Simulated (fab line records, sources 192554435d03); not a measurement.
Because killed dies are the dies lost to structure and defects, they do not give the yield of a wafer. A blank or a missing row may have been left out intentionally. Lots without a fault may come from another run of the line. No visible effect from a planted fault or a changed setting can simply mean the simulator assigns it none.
fab line records	flow n5Finfet
record lots=6	wafers=18	lastDay=17
route steps=1938 shown HKMG_FIN@454 GATE_CUT@465 BEOL_M4@1111
lots that met no fault: taken from a fault-free run of the same line
startH: the number of hours between the record's first day and the start of the first shown wafer of the lot	waitH: hours from the lot's prior step to this one	" as in the row above	L1.1+2: several wafers, shown together as one row	- either no value or no given start	* or withheld: withheld	< > ~ a bound
route shown NAME@n: names a module that has steps shown in the file, with the first one's number in the route	usual: the fault-free wafers' mean and standard deviation	same: alike in all rows	chamber/n: place in a boat	sites: each site's reading	_std_site: standard deviation across them	_edge_site: inner sites' mean taken away from outer sites' mean	radiusMm: how far each site lies from the wafer's centre	mask NAME#n: copy n	behind: the tool/chamber that last shaped the wafer	hold: why the lot was held/for how many hours/how that ended	device: the n, p or np transistor that did not switch	end of line: the same wafers' tests at the end of the route	where a step has no rows: the recipe by itself	killed: count of dies lost to structure and defects at first sort (not the wafer's yield)	map: per-die view of a wafer (x killed, . not killed, _ where there is no die)
set.NAME: the run value of the setting; set.NAME@STEP: its run value at that earlier step	model.NAME: the simulator's own value behind a step, which no gauge read
lots seen at some steps along the route; tables by step, rows by wafer
services: a tool's chamber out of use, with start hour (startH, from the record's first day; less than 0 if before it), hours out, and reason
## steps
# step N5_HKMG_FIN_ETCHBACK_68
# recipe chemistry=Cl2/Ar	stopOn=HfO2	targetDepthA=5	pressureMtorr=10	icpW=600	biasW=60	Cl2_flow_sccm=40	Ar_flow_sccm=60
# usual drypumpMotorCurrentA=5.78/0.29	oesProductAu=0.80/0.062	throttleValvePct=20.9/0.37
lot.wafer	tool	chamber	startH	waitH	drypumpMotorCurrentA	oesProductAu	rfHoursCounterH	throttleValvePct
L122.2	rieMetal-03	1	82.23	0.0	5.83	0.82	30	21.0
L122.4	"	0	"	"	5.80	0.78	-	20.8
L122.6	"	1	"	"	5.84	0.82	-	21.0
L130.3	rieMetal-02	1	132.79	0.1	5.90	0.81	-	21.4
L130.5	"	0	"	"	5.98	0.93	-	20.5
L130.6	"	1	"	"	5.89	0.82	-	21.4
L137.1	rieMetal-02	1	169.36	0.0	5.90	0.81	29	21.4
L137.3	"	0	"	"	6.01	0.88	-	20.5
L137.4	"	1	"	"	5.91	0.70	-	21.6
L138.1	rieMetal-01	0	177.56	0.0	5.93	0.77	35	20.5
L138.4	"	1	"	"	5.25	0.73	-	20.9
L138.6	"	1	"	"	5.20	0.72	-	20.9
L143.1	rieMetal-01	0	205.90	0.0	5.97	0.76	39	20.5
L143.3	"	0	"	"	5.99	0.76	-	20.5
L143.6	"	0	"	"	5.99	0.76	-	20.5
L145.1	rieMetal-01	1	216.15	0.0	5.23	0.71	61	20.9
L145.2	"	0	"	"	5.95	0.76	40	20.5
L145.5	"	1	"	"	5.25	0.71	-	20.9
# step N5_HKMG_FIN_STRIP_69
# recipe chemistry=N2/H2	powerW=2500	tempC=300	h2Frac=0.65	timeS=360	pressureMtorr=withheld	n2FlowSccm=1750	h2FlowSccm=3250
# step N5_HKMG_FIN_ALD_21
# recipe material=TiN	targetThkA=15	tempC=400	aldPrecursorFamily=TiCl4	aldCoReactant=NH3	pulseTimeS=1	purgeTimeS=3	coReactantPurgeTimeS=2	coReactantPulseTimeS=2	aldCycles=68	pressureTorr=3
# step N5_HKMG_FIN_ALD_72
# recipe material=W	targetThkA=20	tempC=300	pressureTorr=7.5	aldPrecursorFamily=WF6	aldCoReactant=B2H6	pulseTimeS=1	purgeTimeS=2	coReactantPurgeTimeS=2	coReactantPulseTimeS=3	aldCycles=7
# usual heaterPowerW=450/47	precursorPulseHeightRel=1.003/0.02
# same coReactantPurgeTimeS=2
lot.wafer	tool	chamber	startH	waitH	heaterPowerW	precursorPulseHeightRel
L122.2	cvdW-02	0	83.12	0.2	478	1.012
L122.4	"	1	"	"	496	0.991
L122.6	"	1	"	"	516	1.000
L130.3	cvdW-01	0	133.66	0.2	386	1.005
L130.5	"	0	"	"	380	0.975
L130.6	"	1	"	"	430	1.019
L137.1	cvdW-02	0	170.26	0.2	472	1.007
L137.3	"	1	"	"	515	0.970
L137.4	"	0	"	"	478	0.996
L138.1	cvdW-02	0	178.45	0.2	489	1.014
L138.4	"	1	"	"	501	0.999
L138.6	"	1	"	"	503	0.993
L143.1	cvdW-01	1	206.79	0.2	427	1.009
L143.3	"	1	"	"	428	0.974
L143.6	"	0	"	"	391	0.986
L145.1	cvdW-01	1	217.08	0.2	418	0.977
L145.2	"	0	"	"	402	1.047
L145.5	"	1	"	"	430	0.994
# step N5_HKMG_FIN_W_FILL_22
# recipe material=W	targetThkA=600	tempC=400	pressureTorr=39.4	timeS=18.2
# usual heaterPowerW=806/85	throttleValvePct=19.7/1.1
lot.wafer	tool	chamber	startH	waitH	heaterPowerW	throttleValvePct
L122.2	cvdW-02	0	83.18	0.0	858	20.9
L122.4	"	1	"	"	908	20.0
L122.6	"	1	"	"	903	20.1
L130.3	cvdW-01	0	133.71	0.0	701	18.3
L130.5	"	0	"	"	694	18.3
L130.6	"	1	"	"	751	19.3
L137.1	cvdW-02	0	170.32	0.0	845	21.1
L137.3	"	1	"	"	906	20.3
L137.4	"	0	"	"	875	21.2
L138.1	cvdW-02	0	178.51	0.0	877	21.3
L138.4	"	1	"	"	879	20.4
L138.6	"	1	"	"	897	20.1
L143.1	cvdW-01	1	206.85	0.0	769	19.2
L143.3	"	1	"	"	775	19.3
L143.6	"	0	"	"	693	17.8
L145.1	cvdW-01	1	217.14	0.0	777	19.2
L145.2	"	0	"	"	678	18.2
L145.5	"	1	"	"	747	19.1
# step N5_HKMG_FIN_PRECLEAN_83
# recipe chemistry=DIW	timeS=57.5	tempC=23
# step N5_HKMG_FIN_SRD_84
# recipe dryTimeS=32	dry=n2Spin	spinRpm=1500
# step N5_HKMG_FIN_CMP_23
# recipe stopOn=SiNx	tOverpolishS=10	postCmpClean=rinseOnly	downForcePsi=4	platenRpm=50.289	padVelocityMS=1.0006	targetThkNm=46.326
# usual motorCurrentA=12.3/1.1	overpolishRunS=9.98/0.16	timeToEndpointS=12/3.3
# same tOverpolishS=10
lot.wafer	tool	chamber	startH	waitH	motorCurrentA	overpolishRunS	timeToEndpointS
L122.4	cmp-01	1	83.37	0.1	11.3	10.00	17
L122.2	"	3	"	"	12.3	8.95	19
L122.6	"	0	"	"	13.1	10.01	6
L130.3	cmp-02	1	133.89	0.1	13.7	10.01	14
L130.6	"	0	"	"	12.0	10.00	15
L130.5	"	1	"	"	13.2	10.01	14
L137.1	cmp-02	0	170.44	0.0	12.6	10.01	14
L137.3	"	1	"	"	13.9	9.99	9
L137.4	"	3	"	"	12.0	10.01	12
L138.1	cmp-04	3	178.74	0.1	14.4	10.01	10
L138.4	"	0	"	"	11.2	10.01	17
L138.6	"	3	"	"	14.9	9.99	9
L143.3	cmp-01	2	206.96	0.0	13.2	10.01	9
L143.1	"	1	"	"	11.3	10.01	15
L143.6	"	2	"	"	12.7	10.00	11
L145.2	cmp-01	2	217.25	0.0	12.8	9.99	10
L145.1	"	0	"	"	13.2	10.00	6
L145.5	"	2	"	"	12.6	10.01	11
# step N5_HKMG_FIN_CMP_94
# recipe stopOn=SiNx	postCmpClean=wDiluteNh4oh	tOverpolishS=4.7	downForcePsi=4	platenRpm=50.289	padVelocityMS=1.0006	targetThkNm=43.299
# usual motorCurrentA=12.3/0.99
# same tOverpolishS=4.7
lot.wafer	tool	chamber	startH	waitH	motorCurrentA
L122.4	cmp-01	1	98.91	15.5	11.8
L122.2	"	3	"	"	12.2
L122.6	"	0	"	"	12.5
L130.3	cmp-02	1	134.32	0.3	14.3
L130.6	"	0	"	"	12.1
L130.5	"	1	"	"	13.1
L137.1	cmp-02	0	170.92	0.4	12.3
L137.3	"	1	"	"	13.6
L137.4	"	3	"	"	11.9
L138.1	cmp-04	3	179.20	0.4	14.6
L138.4	"	0	"	"	12.3
L138.6	"	3	"	"	14.3
L143.3	cmp-01	2	207.44	0.4	12.8
L143.1	"	1	"	"	11.9
L143.6	"	2	"	"	13.7
L145.2	cmp-01	2	217.73	0.4	12.7
L145.1	"	0	"	"	12.9
L145.5	"	2	"	"	12.7
# step N5_HKMG_FIN_INSPECT_28
# recipe inspectInstrument=darkfield	mode=postCmp
# usual rawDefectCount=34/14
lot.wafer	tool	chamber	startH	waitH	rawDefectCount
L122.2	defectInspect-01	-	99.11	0.0	40
L122.4	"	-	"	"	26
L122.6	"	-	"	"	23
L130.3	defectInspect-01	-	134.52	0.0	35
L130.5	"	-	"	"	26
L130.6	"	-	"	"	18
L137.1	defectInspect-01	-	171.16	0.0	34
L137.3	"	-	"	"	39
L137.4	"	-	"	"	45
L138.1	defectInspect-02	-	179.41	0.0	56
L138.4	"	-	"	"	64
L138.6	"	-	"	"	56
L143.1	defectInspect-02	-	207.67	0.0	18
L143.3	"	-	"	"	20
L143.6	"	-	"	"	23
L145.1	defectInspect-02	-	217.96	0.0	27
L145.2	"	-	"	"	53
L145.5	"	-	"	"	42
# step N5_GATE_CUT_ETCHBACK_00
# recipe chemistry=SF6/Cl2	target=W	pressureMtorr=8	icpW=900	biasW=80	SF6_flow_sccm=40	Cl2_flow_sccm=60
# step N5_GATE_CUT_ETCH_56
# recipe chemistry=Cl2/Ar	target=TiN	targetDepthA=216	pressureMtorr=10	icpW=600	biasW=60	Cl2_flow_sccm=40	Ar_flow_sccm=60
# usual drypumpMotorCurrentA=5.81/0.26	oesProductAu=0.83/0.063	throttleValvePct=20.9/0.37
lot.wafer	tool	chamber	startH	waitH	drypumpMotorCurrentA	oesProductAu	rfHoursCounterH	throttleValvePct	model.etch.depthNm
L122.2	rieMetal-01	0	99.26	0.1	5.95	0.80	26	20.5	20.41
L122.4	"	0	"	"	5.97	0.80	-	20.5	20.32
L122.6	"	1	"	"	5.24	0.76	-	20.9	21.58
L130.3	rieMetal-02	0	134.70	0.1	5.99	0.93	-	20.5	21.46
L130.5	"	0	"	"	5.97	0.92	-	20.5	21.39
L130.6	"	1	"	"	5.91	0.86	-	21.4	23.49
L137.1	rieMetal-02	1	171.31	0.1	5.90	0.84	30	21.4	23.44
L137.3	"	0	"	"	6.02	0.74	-	20.7	15.79
L137.4	"	1	"	"	5.86	0.70	-	21.6	17.39
L138.1	rieMetal-02	1	179.57	0.1	5.87	0.85	31	21.4	23.91
L138.4	"	1	"	"	5.89	0.71	-	21.6	17.61
L138.6	"	0	"	"	6.04	0.89	-	20.5	21.62
L143.1	rieMetal-01	0	207.83	0.1	5.96	0.76	39	20.5	20.72
L143.3	"	0	"	"	5.93	0.76	-	20.5	20.64
L143.6	"	1	"	"	5.22	0.72	-	20.9	21.53
L145.1	rieMetal-01	1	218.15	0.1	5.25	0.72	62	20.9	21.54
L145.2	"	0	"	"	5.97	0.76	40	20.5	20.7
L145.5	"	0	"	"	5.96	0.75	-	20.5	20.35
# step N5_GATE_CUT_ETCHBACK_30
# recipe chemistry=Cl2/Ar	target=TiN	targetDepthA=30	mode=isotropic	pressureMtorr=10	icpW=600	biasW=60	Cl2_flow_sccm=40	Ar_flow_sccm=60
# step N5_BEOL_M4_RC_MEAS_101
# usual DIBL_N=36.9/2.1	DIBL_P=37.1/2.5	IOFF_N=0.17/0.039	IOFF_P=0.23/0.043	ION_N=673/15	ION_P=462/9.1	SS_N=71.8/0.69	SS_P=73.6/0.74	VT_N=250/3.6	VT_P=-249.7/2.9
lot.wafer	tool	chamber	startH	waitH	DIBL_N[mV/V]	DIBL_P[mV/V]	IOFF_N[nA/um]	IOFF_P[nA/um]	ION_N[uA/um]	ION_P[uA/um]	SS_N[mV/dec]	SS_P[mV/dec]	VT_N[mV]	VT_P[mV]
L122.2	prober-01	0	185.74	0.2	36.8	37.2	0.15	0.17	656	444	71.6	72.9	253	-253.3
L122.4	"	0	"	"	35.9	36.2	0.14	0.17	670	448	71.2	72.6	253	-256.1
L122.6	"	0	"	"	37.9	38.3	0.18	0.20	670	457	71.5	73.4	250	-251.9
L130.3	prober-02	0	218.73	0.3	38.5	40.7	0.24	0.30	679	464	72.9	74.2	244	-243.8
L130.5	"	0	"	"	37.1	38.8	0.19	0.27	674	463	72.2	73.9	245	-245.1
L130.6	"	0	"	"	39.1	41.6	0.26	0.32	699	472	72.8	75.1	241	-246.1
L137.1	prober-02	0	259.83	0.0	38.3	40.0	0.19	0.24	685	465	72.6	74.2	244	-250.7
L137.3	"	0	"	"	35.9	36.5	0.14	0.18	666	454	71.8	73.7	254	-255.0
L137.4	"	0	"	"	40.8	42.8	0.24	0.28	692	468	72.4	75.5	248	-251.3
L138.1	prober-01	0	272.38	0.0	35.6	33.3	0.11	0.16	637	440	71.7	72.4	257	-256.5
L138.4	"	0	"	"	40.6	42.5	0.23	0.30	701	477	72.6	74.8	246	-244.5
L138.6	"	0	"	"	37.4	37.2	0.16	0.21	679	461	71.4	73.2	250	-250.5
L143.1	prober-01	0	299.41	0.0	34.9	35.0	0.15	0.21	673	461	71.7	73.4	250	-247.6
L143.3	"	0	"	"	37.7	37.8	0.22	0.28	680	468	72.5	74.2	245	-246.1
L143.6	"	0	"	"	35.2	35.1	0.17	0.23	676	471	71.3	73.2	247	-246.1
L145.1	prober-01	0	302.17	0.0	33.8	34.9	0.13	0.20	674	471	71.3	73.2	253	-249.9
L145.2	"	0	"	"	36.7	38.8	0.19	0.27	696	485	71.8	74.3	246	-246.4
L145.5	"	0	"	"	36.2	37.2	0.18	0.25	694	476	71.3	73.7	246	-244.1
## services
tool	chamber	startH	hours	kind
cmp-02	-	58.27	1.1	repair
cvdW-01	-	65.88	14.6	pm
rieMetal-02	-	72.97	1.4	pm
cmp-02	-	73.44	1.1	repair
rieMetal-02	0	74.37	-	clean
rieMetal-02	0	74.37	27.6	scheduledDown
rieMetal-02	0	74.37	27.6	ventCycle
cmp-02	-	78.33	5.5	pm
cmp-02	-	92.31	1.2	repair
cvdW-02	0	99.75	6.9	repair
cmp-01	-	105.68	0.8	repair
cvdW-02	-	114.70	6.0	pm
rieMetal-03	0	130.79	8.0	repair
cmp-01	-	153.97	4.1	pm
cmp-02	-	154.51	1.9	repair
rieMetal-03	-	160.87	28.1	pm
cmp-04	-	172.72	1.8	repair
cvdW-01	-	217.29	4.3	pm
## key
firstSign none at tools or gauges
modelEffect step=N5_GATE_CUT_ETCH_56	value=etch.depthNm	without=22.95	struck=16.93
metAt N5_GATE_CUT_ETCH_56
struckWafers L137.3,L137.4,L138.4
baselineLoss step=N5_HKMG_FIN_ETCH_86	wafers=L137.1
onsetBetween 134.70 171.31
fault kind=processParameterDrift	tool=rieMetal-02	chamber=-	onsetH=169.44	steps=N5_GATE_CUT_ETCH_56	channel=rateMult	offset=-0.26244	shape=step	endH=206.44	scope=struckWafersOnly
# baselineLoss: these wafers lose ten dies or more at that step, a loss of the line's own and not of a fault; the sort's usual values leave them out
